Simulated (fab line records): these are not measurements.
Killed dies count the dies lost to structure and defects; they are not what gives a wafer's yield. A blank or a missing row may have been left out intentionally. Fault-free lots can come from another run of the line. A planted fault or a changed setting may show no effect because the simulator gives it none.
8D (eight disciplines) problem report, filled in by code / flow n5_finfet / the parts of the form that need people (team, actions taken, sign-off) are left out

1. WHAT WENT WRONG
At N5_PASSIVATION_PROBE_49, killed_at_M4_up averages 139 over 5 wafers from 2 lots, while fault-free wafers read 13, standard deviation 5.2. Relative to the usual mean, that is a shift of +24 standard deviations.
Seen first at day 15 17:38 on prober-02, wafer L985.3. The record has a number at this step for 9 wafers belonging to 4 lots. The rule behind "out" and "out of limits": a value lying over 4 standard deviations away from the usual mean. All remaining wafers that have a number are taken as sound.

2. WHAT IT IS, WHAT IT ISN'T
question=which readings at this step | is=killed_at_M4_up, defect_limited_yield, killed_dies, sort_bin_5_function, sort_n_pass, sort_yield_pct | is not=killed_at_M0_to_M3, killed_at_contacts, killed_at_front_end, killed_at_other, killed_short, sort_bin_8_speed
question=which lots | is=L985, L986 | is not=L984, L988
question=which wafers of those lots | is=all that have a number | is not=-
question=read on which tools | is=prober-01, prober-02 | is not=-
question=when | is=from day 15 17:38 | is not=up to then (3 sound wafers); but 1 sound wafer of L988 came after

3. THE SUSPECTS, EACH WITH WHAT RULES IT OUT
Counting: a tool at a process step up to the reading stays a suspect if it ran every lot that is out and no sound lot after the first of them.
- rie_diel-06 at N5_BEOL_M7_STRIP_80 (strips in N2/H2, time 10 s): kept. It processed each lot that is out, first L985 at day 12 11:43, and no sound lot thereafter; up to then, the last sound lot it processed was L984 at day 11 17:35.
- rie_diel-02 at N5_MIM_BOT_ETCH_ETCH_04 (etches SiNx in CF4/O2, target depth 26 nm, time 13 s): kept. It processed each lot that is out, first L985 at day 15 07:35, and no sound lot thereafter; up to then, the last sound lot it processed was L984 at day 14 15:02.
Left after counting: rie_diel-06 at N5_BEOL_M7_STRIP_80, rie_diel-02 at N5_MIM_BOT_ETCH_ETCH_04.

4. THE CAUSE (what the simulator had put in)
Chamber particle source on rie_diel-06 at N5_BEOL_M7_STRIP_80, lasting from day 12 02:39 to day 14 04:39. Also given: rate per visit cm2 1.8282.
Counting leaves 2 suspects; this tool is one of them.

5. THE EFFECT CHAIN, in route order
Rows list readings where the struck wafers' mean (over those with a number) sits beyond 3 standard deviations from the usual. Scope: only readings with a usual standard deviation given in the record; hours: median across lots of the time from each lot's start at the first step in this table that gives one to its start at this step; sigmas: change in usual standard deviations.
hours=0; step=N5_PASSIVATION_PROBE_49; reading=defect_limited_yield; usual=91.3 %; on struck wafers=81.0; change=-10.3; sigmas=-7.4
hours=0; step=N5_PASSIVATION_PROBE_49; reading=killed_at_M4_up; usual=13; on struck wafers=139; change=+126; sigmas=+24
hours=0; step=N5_PASSIVATION_PROBE_49; reading=killed_dies; usual=103; on struck wafers=225; change=+122; sigmas=+7.2
hours=0; step=N5_PASSIVATION_PROBE_49; reading=killed_on_rim; usual=13; on struck wafers=28; change=+15; sigmas=+4.1
hours=0; step=N5_PASSIVATION_PROBE_49; reading=sort_bin_5_function; usual=5.2 %; on struck wafers=11.7; change=+6.5; sigmas=+7.2
hours=0; step=N5_PASSIVATION_PROBE_49; reading=sort_n_pass; usual=1077; on struck wafers=955; change=-122; sigmas=-7.2
hours=0; step=N5_PASSIVATION_PROBE_49; reading=sort_yield_pct; usual=91.3 %; on struck wafers=81.0; change=-10.3; sigmas=-7.4
It contains these process steps:
- N5_PASSIVATION_PROBE_49

6. WHAT WOULD HAVE CAUGHT IT SOONER
First out-of-limits reading in this record: day 15 17:38, which is 87 hours after fault onset at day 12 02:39.
Tool readings at N5_BEOL_M7_STRIP_80 with a usual standard deviation given in the record: none out on any struck wafer, hence no alarm at a limit of 4 standard deviations on them.
By day 15 17:38 the whole set of lots that are out, 2 in number, had already begun N5_BEOL_M7_STRIP_80 on rie_diel-06. Holding the tool at that point would not have protected any of them.
